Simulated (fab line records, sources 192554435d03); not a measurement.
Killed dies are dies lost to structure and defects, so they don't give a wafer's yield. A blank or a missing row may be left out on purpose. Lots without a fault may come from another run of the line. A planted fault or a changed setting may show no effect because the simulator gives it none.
One fault seen from 2 desks | flow n5_finfet | each desk has only its own numbers; what lay behind them comes last

THE DEFECT DESK
What the inspections along the route counted, lot by lot: means of the sampled wafers that have a number. A lot is out of limits, marked OUT, if its mean lies more than 4 standard deviations from the usual mean; the brackets give that distance.
Columns: A = raw_defect_count at N5_BEOL_M6_INSPECT_58, usual 64
lot  | first seen here | A
L318 | day 9 06:02     | 95
L321 | day 9 19:11     | 80
L325 | day 10 13:32    | 54
L326 | day 10 20:46    | 70
L327 | day 11 04:36    | 61
L329 | day 11 15:55    | 82
L330 | day 12 01:07    | 58
L334 | day 12 17:10    | 30
L333 | day 12 18:46    | 68
L337 | day 13 19:46    | 59
L340 | day 14 08:13    | 77
This desk's finding: nothing out of limits on any of the 11 lots.

THE TOOL OWNER'S DESK: pecvd-02
The tool's own readings at N5_BEOL_M7_ILD_DEP_00 (deposits SiCOH lowk from DEMS/porogen, target thk 179.75 nm, time 33.4 s): means of the sampled wafers that have a number, for each lot that ran on this tool. A lot is out of limits, marked OUT, if its mean lies more than 4 standard deviations from the usual mean; the brackets give that distance.
Columns: A = heater_power_w at N5_BEOL_M7_ILD_DEP_00, usual 301 W; B = rf_fwd_power_W at N5_BEOL_M7_ILD_DEP_00, usual 495.3 W; C = showerhead_plenum_p_Torr at N5_BEOL_M7_ILD_DEP_00, usual 5.734 Torr; D = susceptor_temp_C at N5_BEOL_M7_ILD_DEP_00, usual 299.99 C; E = throttle_valve_pct at N5_BEOL_M7_ILD_DEP_00, usual 14.5 %
lot  | first seen here | A   | B     | C     | D                 | E
L325 | day 10 13:34    | 337 | 496.3 | 5.733 | 300.14            | 14.6
L327 | day 11 04:38    | 334 | 494.3 | 5.735 | 299.96            | 15.0
L330 | day 12 01:09    | 328 | 495.5 | 5.736 | 299.99            | 14.0
L333 | day 12 18:49    | 350 | 496.7 | 5.722 | 299.36            | 14.3
L337 | day 13 19:48    | 309 | 494.6 | 5.739 | 299.16 (-4.4) OUT | 14.8
This desk's finding: out of limits on L337; first on L337, day 13 19:48 (susceptor_temp_C at N5_BEOL_M7_ILD_DEP_00). In limits: L325, L327, L330, L333.

PUT TOGETHER
The tool owner's desk could have raised an alarm at day 13 19:48, on L337.
The defect desk saw nothing out of limits.
The defect desk has L337 on record, within its limits.
Of the lots named, all ran N5_BEOL_M7_ILD_DEP_00 on pecvd-02.

WHAT THE SIMULATOR HAD PUT IN
Process parameter drift: pecvd-02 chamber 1, from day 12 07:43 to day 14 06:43, at N5_BEOL_M7_ILD_DEP_00. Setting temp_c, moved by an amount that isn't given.
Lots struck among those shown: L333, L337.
Hours from the fault's start to each desk's first reading out of limits: the tool owner's desk, 36.
